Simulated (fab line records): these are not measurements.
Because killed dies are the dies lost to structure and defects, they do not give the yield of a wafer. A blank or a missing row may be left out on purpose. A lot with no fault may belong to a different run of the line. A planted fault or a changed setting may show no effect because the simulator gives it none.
Split-lot trial ; flow n5Finfet ; 21 wafers read from 7 lots, route of 1938 steps

## THE SPLIT ITSELF
At N5_BEOL_M0_SAQP_DESCUM_45 (chemistry O2, time 7 s), the setting timeS was moved away from the recipe's 7 s on 5 of the 21 wafers read, by -8.1% to +20.1%. This setting was run at the recipe's value on the other wafers.

The reading comes from the split's own step.

## THE READING
CAR-EUV_of_BEOL_M0_SAQP_COAT_34.thkNm (the simulator's own value, which no gauge read), in nm, at N5_BEOL_M0_SAQP_DESCUM_45 (chemistry O2, time 7 s). No usual value for it is given in the file. Average 26.1 nm, standard deviation 0.099 nm, over the 16 wafers here run with the recipe.

wafer;tool, chamber at the split;timeS as run, s;against the recipe;CAR-EUV_of_BEOL_M0_SAQP_COAT_34.thkNm, nm;against lot-mates on the recipe
L079.1;rieDiel-02, 2;8.408;+20.1%;25.4;-0.7
L079.2;rieDiel-02, 3;7;recipe;26.2;-
L079.6;rieDiel-02, 2;7;recipe;26;-
L084.1;rieDiel-03, 0;7;recipe;26;-
L084.5;rieDiel-03, 0;7;recipe;26;-
L084.2;rieDiel-03, 3;7;recipe;26.2;-
L085.3;rieDiel-02, 0,2;7;recipe;26.2;-
L085.6;rieDiel-02, 0,2;7;recipe;26.2;-
L085.4;rieDiel-02, 1;7.477;+6.8%;26;-0.2
L086.1;rieDiel-03, 1,3;7;recipe;26.2;-
L086.3;rieDiel-03, 1,3;7;recipe;26.2;-
L086.6;rieDiel-03, 3;8.023;+14.6%;25.6;-0.6
L089.1;rieDiel-03, 2,1,2;7;recipe;26.2;-
L089.2;rieDiel-03, 2,1,2;7;recipe;26.2;-
L089.4;rieDiel-03, 2,1,2;7;recipe;26.2;-
L090.1;rieDiel-03, 2,3;6.431;-8.1%;26.4;+0.4
L090.5;rieDiel-03, 2,3;6.431;-8.1%;26.4;+0.4
L090.4;rieDiel-03, 2;7;recipe;26;-
L094.1;rieDiel-06, 0,1,3;7;recipe;26;-
L094.3;rieDiel-06, 0,1,3;7;recipe;26;-
L094.6;rieDiel-06, 0,1,3;7;recipe;26;-
Rows listing several chambers each stand for several wafers; the file does not say which wafer went through which chamber.

THE FIT
A straight line over all 21 wafers: CAR-EUV_of_BEOL_M0_SAQP_COAT_34.thkNm changes by -0.0344 nm for each +1% of timeS; r = -0.92; the points scatter about the line by 0.095 nm.
The same after taking each lot's own level away (the mean of its wafers on the recipe; 21 wafers): -0.039 nm for each +1%; r = -0.97; scatter 0.06 nm.
Per that fit: largest timeS move, reading shift of 0.78 nm.
Across the lots, their own levels run from 26.00 to 26.20 nm, a range of 2.0 times the standard deviation given above.
So the lot-to-lot level changes the slope: the two fits differ.
Check: -0.845 nm against its lot-mates is what the line predicts for one of the wafers moved furthest among these (+20.1%) when that wafer is left out of the fit. Against them it came out at -0.7 nm.

## THE FILE'S OWN FIT
CAR-EUV_of_BEOL_M0_SAQP_COAT_34.thkNm changes by -0.0376 nm for each +1% of timeS, r = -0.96.
